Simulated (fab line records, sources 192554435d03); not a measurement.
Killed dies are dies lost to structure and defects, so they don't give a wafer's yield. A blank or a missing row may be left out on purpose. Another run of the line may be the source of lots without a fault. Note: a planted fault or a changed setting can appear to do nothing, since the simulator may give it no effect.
fab line records	flow n5-finfet
[record] lots = 7	wafers = 39
route steps=1938 shown BEOL_M6@1194 BEOL_M9@1401 BEOL_M12@1649 BEOL_M15@1808 PAD_METAL@1895
start-h: start of the lot's first displayed wafer, in hours after the record's first day	wait-h: hours elapsed since this lot's preceding step	" identical to the entry in the row above	L1.1+2: one row covering several wafers at once	- no value, or no start given	* or withheld: withheld	< > ~ a bound
route shown NAME@n: a module of which the file shows steps, and the number in the route of the first	usual: average and standard deviation across the fault-free wafers	same: alike in all rows	chamber/n: place in a boat	sites: each site's reading	_std_site: how widely they spread, as a standard deviation	_edge_site: the outer-site mean with the inner-site mean subtracted	radius-mm: how far each site lies from the wafer's centre	mask NAME#n: copy n	behind: tool/chamber where the wafer was last shaped	hold: why the lot was held/for how many hours/how that ended	device: names the non-switching transistor (n, p or np)	end of line: the same wafers' tests at the end of the route	where a step has no rows: the recipe by itself	killed: at the first sort, the dies lost to defects and structure; wafer yield is something else	map: a wafer's dies, marking killed ones x, the rest . and places with no die _
set.NAME: the run value of the setting; set.NAME@STEP: its run value at that earlier step	model.NAME: the simulator's own value behind a step, which no gauge read
lots run with intentionally changed settings; tables by step, rows by wafer
[[steps]]
[step N5_BEOL_M6_ILD_DEP_00]
[recipe] material = SiCOH_lowk	target-thk-a = 1797.5	temp-c = 300	precursor = DEMS/porogen	pressure-torr = 5	rf-w = 500	time-s = 33.4
lot.wafer	tool	chamber	start-h	wait-h	set.target-thk-a	model.SiCOH_lowk_of_BEOL_M6_ILD_DEP_00.thk-nm
L074.1	pecvd-02	2	183.64	0.0	1348	134.8
L074.2	"	1	"	"	1797.5	179.6
L074.3	"	0	"	"	1348	133.6
L074.4	"	1	"	"	1348	135.6
L074.5	"	2	"	"	1797.5	183.6
L074.6	"	0	"	"	1797.5	182.8
L077.2	pecvd-03	0	202.00	0.0	1797.5	178.2
L077.4	"	1	"	"	1797.5	178.6
L077.5	"	0	"	"	1797.5	182
L079.1	pecvd-01	0	208.91	0.0	768.1	77
L079.2	"	1	"	"	1797.5	180.2
L079.3	"	0	"	"	1797.5	180.6
L079.4	"	1	"	"	1797.5	183.2
L079.5	"	1	"	"	768.1	76.4
L079.6	"	0	"	"	768.1	75.8
L088.1	pecvd-02	2	317.00	0.0	1797.5	175
L088.2	"	1	"	"	1797.5	177.6
L088.3	"	0	"	"	1797.5	173.8
L088.4	"	2	"	"	1797.5	179.6
L088.5	"	1	"	"	1797.5	179.8
L088.6	"	0	"	"	1797.5	176.4
L090.1	pecvd-01	2	335.44	0.0	950.3	92.6
L090.2	"	0	"	"	950.3	97.2
L090.3	"	1	"	"	1797.5	181
L090.4	"	1	"	"	950.3	97.4
L090.5	"	2	"	"	1797.5	180.4
L090.6	"	0	"	"	1797.5	179.8
L091.1	pecvd-02	2	335.46	0.0	1797.5	176
L091.2	"	0	"	"	1797.5	177.6
L091.3	"	1	"	"	1797.5	178
L091.4+6	"	0,2	"	"	1797.5	178.8
L091.5	"	1	"	"	1797.5	182.2
L092.1	pecvd-01	2	348.21	0.0	2362	234.4
L092.2	"	0	"	"	1797.5	177
L092.3	"	1	"	"	2362	236.8
L092.4	"	1	"	"	1797.5	181.4
L092.5	"	0	"	"	1797.5	181
L092.6	"	2	"	"	2362	235
[step N5_BEOL_M6_CURE_74]
[recipe] temp-c = 385	time-s = 240	ambient = He/Ar	material = SiCOH_lowk
lot.wafer	tool	chamber	start-h	wait-h	set.target-thk-a@BEOL_M6_ILD_DEP_00	model.SiCOH_lowk_of_BEOL_M6_ILD_DEP_00.thk-nm
L074.1	uv-cure-03	0	183.71	0.0	1348	116
L074.2	"	0	"	"	1797.5	154.8
L074.3	"	0	"	"	1348	115
L074.4	"	0	"	"	1348	116.6
L074.5	"	0	"	"	1797.5	158.4
L074.6	"	0	"	"	1797.5	157.6
L077.2	uv-cure-03	1	202.25	0.2	1797.5	153.6
L077.4	"	1	"	"	1797.5	154
L077.5	"	1	"	"	1797.5	157
L079.1	uv-cure-02	2	208.99	0.1	768.1	66
L079.2	"	2	"	"	1797.5	155.4
L079.3	"	2	"	"	1797.5	155.8
L079.4	"	2	"	"	1797.5	158
L079.5	"	2	"	"	768.1	65.6
L079.6	"	2	"	"	768.1	65
L088.1	uv-cure-02	2	317.06	0.0	1797.5	151
L088.2	"	2	"	"	1797.5	153.2
L088.3	"	2	"	"	1797.5	149.8
L088.4+5	"	2	"	"	1797.5	155
L088.6	"	2	"	"	1797.5	152
L090.1	uv-cure-02	0	335.50	0.0	950.3	79.4
L090.2	"	0	"	"	950.3	83.4
L090.3	"	0	"	"	1797.5	156
L090.4	"	0	"	"	950.3	83.6
L090.5	"	0	"	"	1797.5	155.6
L090.6	"	0	"	"	1797.5	155
L091.1	uv-cure-03	1	335.53	0.0	1797.5	151.6
L091.2	"	1	"	"	1797.5	153
L091.3	"	1	"	"	1797.5	153.6
L091.4+6	"	1	"	"	1797.5	154.2
L091.5	"	1	"	"	1797.5	157
L092.1	uv-cure-02	2	348.31	0.1	2362	202.6
L092.2	"	2	"	"	1797.5	152.6
L092.3	"	2	"	"	2362	204.8
L092.4	"	2	"	"	1797.5	156.4
L092.5	"	2	"	"	1797.5	156
L092.6	"	2	"	"	2362	203.4
[step N5_BEOL_M6_THK_MEAS_01]
[recipe] reads = SiCOH_lowk_of_BEOL_M6_ILD_DEP_00
[usual] M6_ILD_THK = 154.2/2.1
lot.wafer	tool	chamber	start-h	wait-h	set.target-thk-a@BEOL_M6_ILD_DEP_00	M6_ILD_THK[nm]
L074.1	film-metro-01	-	184.22	0.4	1348	115.9
L074.2	"	-	"	"	1797.5	154.9
L074.3	"	-	"	"	1348	114.9
L074.4	"	-	"	"	1348	116.5
L074.5	"	-	"	"	1797.5	158.3
L074.6	"	-	"	"	1797.5	157.7
L077.2	film-metro-01	-	202.68	0.4	1797.5	153.6
L077.4	"	-	"	"	1797.5	153.9
L077.5	"	-	"	"	1797.5	157.0
L079.1	film-metro-02	-	209.51	0.4	768.1	66.0
L079.2	"	-	"	"	1797.5	155.3
L079.3	"	-	"	"	1797.5	155.9
L079.4	"	-	"	"	1797.5	158.1
L079.5	"	-	"	"	768.1	65.6
L079.6	"	-	"	"	768.1	65.0
L088.1	film-metro-02	-	318.05	0.8	1797.5	150.9
L088.2	"	-	"	"	1797.5	153.2
L088.3	"	-	"	"	1797.5	149.9
L088.4	"	-	"	"	1797.5	154.7
L088.5	"	-	"	"	1797.5	155.1
L088.6	"	-	"	"	1797.5	152.2
L090.1	film-metro-01	-	336.01	0.4	950.3	79.5
L090.2	"	-	"	"	950.3	83.4
L090.3	"	-	"	"	1797.5	156.0
L090.4	"	-	"	"	950.3	83.7
L090.5	"	-	"	"	1797.5	155.6
L090.6	"	-	"	"	1797.5	155.0
L091.1	film-metro-02	-	336.04	0.4	1797.5	151.6
L091.2	"	-	"	"	1797.5	153.0
L091.3	"	-	"	"	1797.5	153.6
L091.4	"	-	"	"	1797.5	154.3
L091.5	"	-	"	"	1797.5	157.1
L091.6	"	-	"	"	1797.5	154.2
L092.1	film-metro-02	-	348.82	0.4	2362	202.7
L092.2	"	-	"	"	1797.5	152.6
L092.3	"	-	"	"	2362	204.8
L092.4	"	-	"	"	1797.5	156.5
L092.5	"	-	"	"	1797.5	156.0
L092.6	"	-	"	"	2362	203.6
[step N5_BEOL_M9_ILD_DEP_00]
[recipe] material = SiCOH_lowk	target-thk-a = 3085.1	temp-c = 300	precursor = DEMS/porogen	pressure-torr = 5	rf-w = 500	time-s = 58
lot.wafer	tool	chamber	start-h	wait-h	set.time-s	model.SiCOH_lowk_of_BEOL_M9_ILD_DEP_00.thk-nm
L074.1	pecvd-03	0	206.43	0.0	58	306.8
L074.2	"	2	"	"	58	312.2
L074.3	"	1	"	"	58	303
L074.4	"	2	"	"	58	315
L074.5	"	0	"	"	58	311
L074.6	"	1	"	"	58	312
L077.2	pecvd-02	0	224.31	0.0	58	302.2
L077.4	"	1	"	"	58	309.4
L077.5	"	2	"	"	58	309.2
L079.1	pecvd-04	1	227.83	0.0	81.54	431.2
L079.2	"	2	"	"	58	303.4
L079.3	"	0	"	"	81.54	427.2
L079.4	"	2	"	"	58	307.6
L079.5	"	0	"	"	81.54	435
L079.6	"	1	"	"	58	309
L088.1	pecvd-03	1	348.75	0.0	90.89	478
L088.2+3	"	2,0	"	"	58	305
L088.4	"	1	"	"	90.89	483.2
L088.5	"	0	"	"	58	308.4
L088.6	"	2	"	"	90.89	486.2
L091.1	pecvd-02	1	363.37	0.0	58	305.8
L091.2	"	2	"	"	92.21	478
L091.3	"	0	"	"	58	303.8
L091.4	"	1	"	"	92.21	489.8
L091.5	"	2	"	"	92.21	486.2
L091.6	"	0	"	"	58	308.2
L090.1	pecvd-04	1	367.19	0.0	58	303.4
L090.2	"	0	"	"	58	305.6
L090.3	"	2	"	"	58	304.4
L090.4	"	2	"	"	58	309.4
L090.5	"	1	"	"	58	311.4
L090.6	"	0	"	"	58	309
L092.1	pecvd-02	0	378.60	0.0	58	305
L092.2	"	1	"	"	58	308.8
L092.3	"	2	"	"	84.84	441.2
L092.4	"	1	"	"	58	316.2
L092.5	"	0	"	"	84.84	449.4
L092.6	"	2	"	"	84.84	446.4
[step N5_BEOL_M9_CURE_71]
[recipe] temp-c = 385	time-s = 240	ambient = He/Ar	material = SiCOH_lowk
lot.wafer	tool	chamber	start-h	wait-h	set.time-s@BEOL_M9_ILD_DEP_00	model.SiCOH_lowk_of_BEOL_M9_ILD_DEP_00.thk-nm
L074.1	uv-cure-01	1	206.50	0.0	58	266.6
L074.2+6	"	1	"	"	58	271.2
L074.3	"	1	"	"	58	263.2
L074.4	"	1	"	"	58	273.8
L074.5	"	1	"	"	58	270.2
L077.2	uv-cure-01	1	224.46	0.1	58	262.4
L077.4	"	1	"	"	58	268.8
L077.5	"	1	"	"	58	268.6
L079.1	uv-cure-02	0	227.96	0.1	81.54	377
L079.2	"	0	"	"	58	263.4
L079.3	"	0	"	"	81.54	373.4
L079.4	"	0	"	"	58	267.2
L079.5	"	0	"	"	81.54	380.6
L079.6	"	0	"	"	58	268.4
L088.1	uv-cure-02	1	349.27	0.5	90.89	419
L088.2+3	"	1	"	"	58	264.8
L088.4	"	1	"	"	90.89	423.8
L088.5	"	1	"	"	58	268
L088.6	"	1	"	"	90.89	426.6
L091.1	uv-cure-02	2	363.45	0.0	58	265.6
L091.2	"	2	"	"	92.21	419.2
L091.3	"	2	"	"	58	263.8
L091.4	"	2	"	"	92.21	429.8
L091.5	"	2	"	"	92.21	426.6
L091.6	"	2	"	"	58	267.6
L090.1	uv-cure-03	0	367.26	0.0	58	263.6
L090.2	"	0	"	"	58	265.4
L090.3	"	0	"	"	58	264.4
L090.4	"	0	"	"	58	268.8
L090.5	"	0	"	"	58	270.6
L090.6	"	0	"	"	58	268.6
L092.1	uv-cure-01	1	378.68	0.0	58	265
L092.2	"	1	"	"	58	268.2
L092.3	"	1	"	"	84.84	386
L092.4	"	1	"	"	58	274.8
L092.5	"	1	"	"	84.84	393.4
L092.6	"	1	"	"	84.84	390.8
[step N5_BEOL_M9_THK_MEAS_01]
[recipe] reads = SiCOH_lowk_of_BEOL_M9_ILD_DEP_00
[usual] M9_ILD_THK = 267/3.1
lot.wafer	tool	chamber	start-h	wait-h	set.time-s@BEOL_M9_ILD_DEP_00	M9_ILD_THK[nm]
L074.1	film-metro-02	-	207.02	0.4	58	266
L074.2	"	-	"	"	58	271
L074.3	"	-	"	"	58	263
L074.4	"	-	"	"	58	274
L074.5	"	-	"	"	58	270
L074.6	"	-	"	"	58	271
L077.2	film-metro-02	-	224.90	0.4	58	262
L077.4	"	-	"	"	58	269
L077.5	"	-	"	"	58	269
L079.1	film-metro-01	-	228.47	0.4	81.54	377
L079.2	"	-	"	"	58	264
L079.3	"	-	"	"	81.54	373
L079.4	"	-	"	"	58	267
L079.5	"	-	"	"	81.54	381
L079.6	"	-	"	"	58	268
L088.1	film-metro-02	-	349.78	0.4	90.89	419
L088.2	"	-	"	"	58	265
L088.3	"	-	"	"	58	265
L088.4	"	-	"	"	90.89	424
L088.5	"	-	"	"	58	268
L088.6	"	-	"	"	90.89	427
L091.1	film-metro-02	-	363.96	0.4	58	265
L091.2	"	-	"	"	92.21	419
L091.3	"	-	"	"	58	264
L091.4	"	-	"	"	92.21	430
L091.5	"	-	"	"	92.21	426
L091.6	"	-	"	"	58	268
L090.1	film-metro-01	-	367.78	0.4	58	264
L090.2	"	-	"	"	58	265
L090.3	"	-	"	"	58	264
L090.4	"	-	"	"	58	269
L090.5	"	-	"	"	58	271
L090.6	"	-	"	"	58	269
L092.1	film-metro-01	-	379.67	0.8	58	265
L092.2	"	-	"	"	58	268
L092.3	"	-	"	"	84.84	386
L092.4	"	-	"	"	58	275
L092.5	"	-	"	"	84.84	394
L092.6	"	-	"	"	84.84	391
[step N5_BEOL_M12_SPUTTER_44]
[recipe] material = Ta	target-thk-a = 100	temp-c = 50	bias-v = 80	power-w = 15000	chamber-pressure-pa = 0.07	time-s = 16.13
lot.wafer	tool	chamber	start-h	wait-h	set.time-s	model.Ta_of_BEOL_M12_SPUTTER_44.thk-nm
L074.1+5	pvd-sputter-03	-	231.97	0.0	16.13	9.8
L074.2+3	"	-	"	"	10.8	6.6
L074.4	"	-	"	"	10.8	6.8
L074.6	"	-	"	"	16.13	10
L077.2	pvd-sputter-02	-	246.34	0.0	16.13	9.8
L077.4+5	"	-	"	"	16.13	10
L079.1+4	pvd-sputter-02	-	249.86	0.0	21.21	13
L079.2+3	"	-	"	"	16.13	10
L079.5	"	-	"	"	16.13	9.8
L079.6	"	-	"	"	21.21	13.2
L088.1+3+4	pvd-sputter-02	-	381.75	0.0	16.13	10.2
L088.2+5+6	"	-	"	"	21.01	13.2
L091.1	pvd-sputter-03	-	388.81	0.0	16.13	9.8
L091.2	"	-	"	"	16.13	9.4
L091.3+4+5+6	"	-	"	"	16.13	9.6
L090.1+5	pvd-sputter-01	-	396.86	0.0	13	7.8
L090.2	"	-	"	"	13	8
L090.3	"	-	"	"	16.13	9.8
L090.4+6	"	-	"	"	16.13	9.6
L092.1+4	pvd-sputter-02	-	407.20	0.0	16.13	10
L092.2	"	-	"	"	9.967	6.4
L092.3+6	"	-	"	"	9.967	6.2
L092.5	"	-	"	"	16.13	10.2
[step N5_BEOL_M12_SPUTTER_45]
[recipe] material = Cu	target-thk-a = 800	temp-c = -20	bias-v = 60	power-w = 26000	chamber-pressure-pa = 0.13	time-s = 13.33
[step N5_BEOL_M12_ECD_47]
[recipe] material = Cu	target-thk-a = 7200
[step N5_BEOL_M12_ANNEAL_48]
[recipe] temp-c = 225	time-s = 90	ambient = N2
[step N5_BEOL_M12_CMP_49]
[recipe] stop-on = SiOC	t-overpolish-s = 20.6	down-force-psi = 1	platen-rpm = 50	clearing-platen-down-force-psi = 1.5	clearing-platen-rpm = 50	post-cmp-clean = cu-alkaline	target-thk-nm = 320	clearing-platen-pad-velocity-m-s = 0.99484	pad-velocity-m-s = 0.99484
[usual] barrier-field-endpoint-s = 30.1/0.81
lot.wafer	tool	chamber	start-h	wait-h	set.time-s@BEOL_M12_SPUTTER_44	barrier-field-endpoint-s
L074.4	cmp-04	1	232.61	0.1	10.8	26.1
L074.3	"	2	"	"	10.8	25.5
L074.2	"	3	"	"	10.8	25.3
L074.1	"	0	"	"	16.13	28.7
L074.5	"	1	"	"	16.13	29.7
L074.6	"	2	"	"	16.13	29.6
L077.2	cmp-01	1	246.98	0.2	16.13	30.4
L077.4	"	2	"	"	16.13	30.2
L077.5	"	1	"	"	16.13	30.1
L079.1	cmp-04	1	250.62	0.3	21.21	33.9
L079.4	"	2	"	"	21.21	33.6
L079.2	"	3	"	"	16.13	29.5
L079.3	"	0	"	"	16.13	28.4
L079.6	"	1	"	"	21.21	33.3
L079.5	"	2	"	"	16.13	29.3
L088.3	cmp-01	0	382.38	0.2	16.13	31.3
L088.2	"	1	"	"	21.01	34.7
L088.4	"	2	"	"	16.13	32.0
L088.1	"	3	"	"	16.13	31.3
L088.6	"	0	"	"	21.01	34.3
L088.5	"	1	"	"	21.01	35.3
L091.4	cmp-04	0	389.98	0.1	16.13	29.9
L091.1	"	1	"	"	16.13	31.5
L091.2	"	2	"	"	16.13	30.4
L091.3	"	3	"	"	16.13	31.0
L091.6	"	0	"	"	16.13	29.2
L091.5	"	1	"	"	16.13	31.7
L090.2	cmp-02	3	397.74	0.2	13	26.7
L090.3	"	0	"	"	16.13	30.2
L090.1	"	1	"	"	13	27.2
L090.4	"	2	"	"	16.13	29.8
L090.6	"	3	"	"	16.13	29.3
L090.5	"	0	"	"	13	28.0
L092.2	cmp-02	0	407.84	0.2	9.967	26.8
L092.4	"	1	"	"	16.13	30.7
L092.1	"	2	"	"	16.13	30.5
L092.3	"	3	"	"	9.967	25.8
L092.6	"	0	"	"	9.967	26.3
L092.5	"	1	"	"	16.13	30.3
[step N5_BEOL_M15_ETCH_61]
[recipe] chemistry = N2/H2	target = BARC	target-depth-a = 890	overetch-a = 267	time-s = 67.9	ion-energy-ev = 200	pressure-mtorr = 30	source-w = 840	bias-w = 150	n2-flow-sccm = 200	h2-flow-sccm = 200
lot.wafer	tool	chamber	start-h	wait-h	set.time-s	model.etch.depth-nm	model.coat_of_BEOL_M15_COAT_22.thk-nm	model.BEOL_M15.cd-nm
L074.1	rie-diel-04	1	243.78	0.0	67.9	88.86	718.2	403.8
L074.2	"	3	"	"	36.24	61.97	746.6	398.8
L074.3	"	0	"	"	67.9	89.02	717.6	402.4
L074.4	"	2	"	"	36.24	60.51	748.4	396.8
L074.5	"	0	"	"	36.24	61.41	750.2	397.2
L074.6	"	3	"	"	67.9	89.01	717.8	403.6
L077.2	rie-diel-03	0	259.18	0.0	67.9	88.82	715	395.2
L077.4	"	2	"	"	67.9	88.76	713	396.6
L077.5	"	1	"	"	67.9	88.44	718	399.6
L079.1	rie-diel-04	1	263.35	0.0	94.87	89.29	692.4	405.4
L079.2	"	2	"	"	67.9	89.33	717.8	399.6
L079.3	"	0	"	"	67.9	89.43	715	400.8
L079.4	"	1	"	"	94.87	89.19	688.8	405.8
L079.5	"	2	"	"	94.87	89.34	692	403.6
L079.6	"	0	"	"	67.9	89.47	715.6	399.8
L088.1	rie-diel-02	2	400.34	0.0	67.9	88.96	718.2	402.4
L088.2	"	3	"	"	35.42	59.61	749.2	395.6
L088.3	"	0	"	"	67.9	88.88	718.4	400.2
L088.4	"	1	"	"	35.42	60.18	749.2	394.4
L088.5	"	3	"	"	35.42	59.36	748.2	396
L088.6	"	2	"	"	67.9	88.99	720.8	400.4
L091.1	rie-diel-04	2	407.99	0.0	67.9	88.98	716	396.6
L091.2	"	0	"	"	67.9	88.71	714	402.4
L091.3	"	3	"	"	67.9	88.88	717.8	398.6
L091.4	"	1	"	"	67.9	88.81	715	400.2
L091.5	"	0	"	"	67.9	88.73	712.4	401.4
L091.6	"	1	"	"	67.9	88.64	716.6	399.6
L090.1	rie-diel-03	2	437.93	0.0	79.71	89.3	705.6	404.2
L090.2	"	1	"	"	67.9	89.25	715.8	401.2
L090.3	"	3	"	"	67.9	89.35	719.8	399.4
L090.4	"	0	"	"	79.71	89.19	703.2	400.8
L090.5	"	2	"	"	67.9	89.2	717.8	400
L090.6	"	1	"	"	79.71	89.04	704.8	401.8
L092.1	rie-diel-02	2	442.37	0.0	90.66	89.19	702.4	403.6
L092.2	"	1	"	"	67.9	89.31	721	402
L092.3	"	1	"	"	90.66	89.19	696.6	405.6
L092.4	"	2	"	"	67.9	89.39	720	400
L092.5	"	1	"	"	90.66	89.22	696.8	407.2
L092.6	"	2	"	"	67.9	89.03	723.6	401.4
[step N5_BEOL_M15_TRENCH_ETCH_34]
[recipe] chemistry = C4F8/O2/Ar	target = SiO2	target-depth-a = 8729.3	he-inner-torr = 15	he-outer-torr = 30	time-s = 199	ion-energy-ev = 800	pressure-mtorr = 20	source-w = 1905	bias-w = 2040	Ar_flow_sccm = 400	C4F8_flow_sccm = 16	O2_flow_sccm = 12
lot.wafer	tool	chamber	start-h	wait-h	set.time-s@BEOL_M15_ETCH_61	model.coat_of_BEOL_M15_COAT_22.thk-nm	model.BEOL_M15.cd-nm
L074.1	rie-diel-04	1	243.83	0.0	67.9	541.4	404
L074.2	"	3	"	"	36.24	565.6	398.8
L074.3	"	0	"	"	67.9	548.6	402.8
L074.4	"	2	"	"	36.24	576	395.8
L074.5	"	0	"	"	36.24	582.6	397.4
L074.6	"	3	"	"	67.9	537	404
L077.2	rie-diel-03	0	259.23	0.0	67.9	539.2	394.8
L077.4	"	2	"	"	67.9	538	396.4
L077.5	"	1	"	"	67.9	543.8	400.2
L079.1	rie-diel-04	1	263.40	0.0	94.87	515.2	405.4
L079.2	"	2	"	"	67.9	545.2	399.2
L079.3	"	0	"	"	67.9	546.4	401.4
L079.4	"	1	"	"	94.87	512	406.2
L079.5	"	2	"	"	94.87	518.2	403.4
L079.6	"	0	"	"	67.9	547.2	400.6
L088.1	rie-diel-02	2	400.40	0.0	67.9	544.6	402.6
L088.2	"	3	"	"	35.42	572.4	395
L088.3	"	0	"	"	67.9	543.2	399.6
L088.4	"	1	"	"	35.42	574.8	394
L088.5	"	3	"	"	35.42	571.8	395.4
L088.6	"	2	"	"	67.9	546.6	400.8
L091.1	rie-diel-04	2	408.04	0.0	67.9	536.4	397.4
L091.2	"	0	"	"	67.9	534.6	401.8
L091.3	"	3	"	"	67.9	536.4	398.4
L091.4	"	1	"	"	67.9	536	400.8
L091.5	"	0	"	"	67.9	535	401
L091.6	"	1	"	"	67.9	539.4	400.2
L090.1	rie-diel-03	2	437.98	0.0	79.71	534	404.4
L090.2	"	1	"	"	67.9	540.8	401.4
L090.3	"	3	"	"	67.9	550.2	399.2
L090.4	"	0	"	"	79.71	525.4	400.4
L090.5	"	2	"	"	67.9	545	400
L090.6	"	1	"	"	79.71	531.2	402
L092.1	rie-diel-02	2	442.44	0.1	90.66	529.4	403.8
L092.2	"	1	"	"	67.9	547	402.4
L092.3	"	1	"	"	90.66	522	406.2
L092.4	"	2	"	"	67.9	546.4	400.6
L092.5	"	1	"	"	90.66	521.2	407.4
L092.6	"	2	"	"	67.9	548.2	401.6
[step N5_PASSIVATION_SPUTTER_20]
[recipe] material = TaN	target-thk-a = 500	temp-c = 25	chamber-pressure-pa = 0.4
lot.wafer	tool	chamber	start-h	wait-h	set.target-thk-a	model.TaN_of_PASSIVATION_SPUTTER_20.thk-nm
L074.1+2	pvd-sputter-03	-	252.32	0.0	500	49.8
L074.3	"	-	"	"	500	49.2
L074.4+5	"	-	"	"	500	50
L074.6	"	-	"	"	500	50.2
L077.2	pvd-sputter-02	-	272.84	0.0	500	49.6
L077.4	"	-	"	"	500	50
L077.5	"	-	"	"	500	50.2
L079.1+6	pvd-sputter-03	-	274.69	0.0	792.7	78.8
L079.2	"	-	"	"	500	49.8
L079.3	"	-	"	"	500	50
L079.4	"	-	"	"	500	49.2
L079.5	"	-	"	"	792.7	79.4
L088.1	pvd-sputter-01	-	416.19	0.0	500	51.6
L088.2	"	-	"	"	500	50.4
L088.3+5	"	-	"	"	690.1	69.8
L088.4	"	-	"	"	690.1	70.8
L088.6	"	-	"	"	500	51.8
L091.1	pvd-sputter-02	-	443.26	0.0	671.6	66.8
L091.2	"	-	"	"	500	49.6
L091.3	"	-	"	"	500	49.8
L091.4	"	-	"	"	500	49.2
L091.5	"	-	"	"	671.6	67
L091.6	"	-	"	"	671.6	66.6
L090.1+6	pvd-sputter-03	-	453.99	0.0	359.2	35
L090.2	"	-	"	"	500	49.4
L090.3	"	-	"	"	500	49.8
L090.4	"	-	"	"	500	48.8
L090.5	"	-	"	"	359.2	36.2
L092.1	pvd-sputter-03	-	462.40	0.0	229.5	22.6
L092.2	"	-	"	"	500	50
L092.3	"	-	"	"	229.5	22.4
L092.4	"	-	"	"	500	49.8
L092.5	"	-	"	"	500	49.4
L092.6	"	-	"	"	229.5	23
[[key]]
[split] step = N5_BEOL_M6_ILD_DEP_00	setting = target-thk-a	stated = 1797.5	by = wafer
[response] step = N5_BEOL_M6_ILD_DEP_00	reading = model.SiCOH_lowk_of_BEOL_M6_ILD_DEP_00.thk-nm	change = +1.82	per = 1%	r = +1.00
[response] step = N5_BEOL_M6_CURE_74	reading = model.SiCOH_lowk_of_BEOL_M6_ILD_DEP_00.thk-nm	change = +1.58	per = 1%	r = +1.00
[response] step = N5_BEOL_M6_THK_MEAS_01	reading = M6_ILD_THK	change = +1.58	per = 1%	r = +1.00
[split] step = N5_BEOL_M9_ILD_DEP_00	setting = time-s	stated = 58	by = wafer
[response] step = N5_BEOL_M9_ILD_DEP_00	reading = model.SiCOH_lowk_of_BEOL_M9_ILD_DEP_00.thk-nm	change = +3.04	per = 1%	r = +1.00
[response] step = N5_BEOL_M9_CURE_71	reading = model.SiCOH_lowk_of_BEOL_M9_ILD_DEP_00.thk-nm	change = +2.71	per = 1%	r = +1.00
[response] step = N5_BEOL_M9_THK_MEAS_01	reading = M9_ILD_THK	change = +2.71	per = 1%	r = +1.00
[split] step = N5_BEOL_M12_SPUTTER_44	setting = time-s	stated = 16.13	by = wafer
[response] step = N5_BEOL_M12_SPUTTER_44	reading = model.Ta_of_BEOL_M12_SPUTTER_44.thk-nm	change = +0.0983	per = 1%	r = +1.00
[response] step = N5_BEOL_M12_CMP_49	reading = barrier-field-endpoint-s	change = +0.118	per = 1%	r = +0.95
[split] step = N5_BEOL_M15_ETCH_61	setting = time-s	stated = 67.9	by = wafer
[response] step = N5_BEOL_M15_ETCH_61	reading = model.etch.depth-nm	shape = bent	at-lowest = 59.72	at-stated = 89.01	at-highest = 89.27
[response] step = N5_BEOL_M15_ETCH_61	reading = model.coat_of_BEOL_M15_COAT_22.thk-nm	change = -0.648	per = 1%	r = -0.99
[response] step = N5_BEOL_M15_ETCH_61	reading = model.BEOL_M15.cd-nm	change = +0.122	per = 1%	r = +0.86
[response] step = N5_BEOL_M15_TRENCH_ETCH_34	reading = model.coat_of_BEOL_M15_COAT_22.thk-nm	change = -0.687	per = 1%	r = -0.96
[response] step = N5_BEOL_M15_TRENCH_ETCH_34	reading = model.BEOL_M15.cd-nm	change = +0.127	per = 1%	r = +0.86
[split] step = N5_PASSIVATION_SPUTTER_20	setting = target-thk-a	stated = 500	by = wafer
[response] step = N5_PASSIVATION_SPUTTER_20	reading = model.TaN_of_PASSIVATION_SPUTTER_20.thk-nm	change = +0.5	per = 1%	r = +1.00
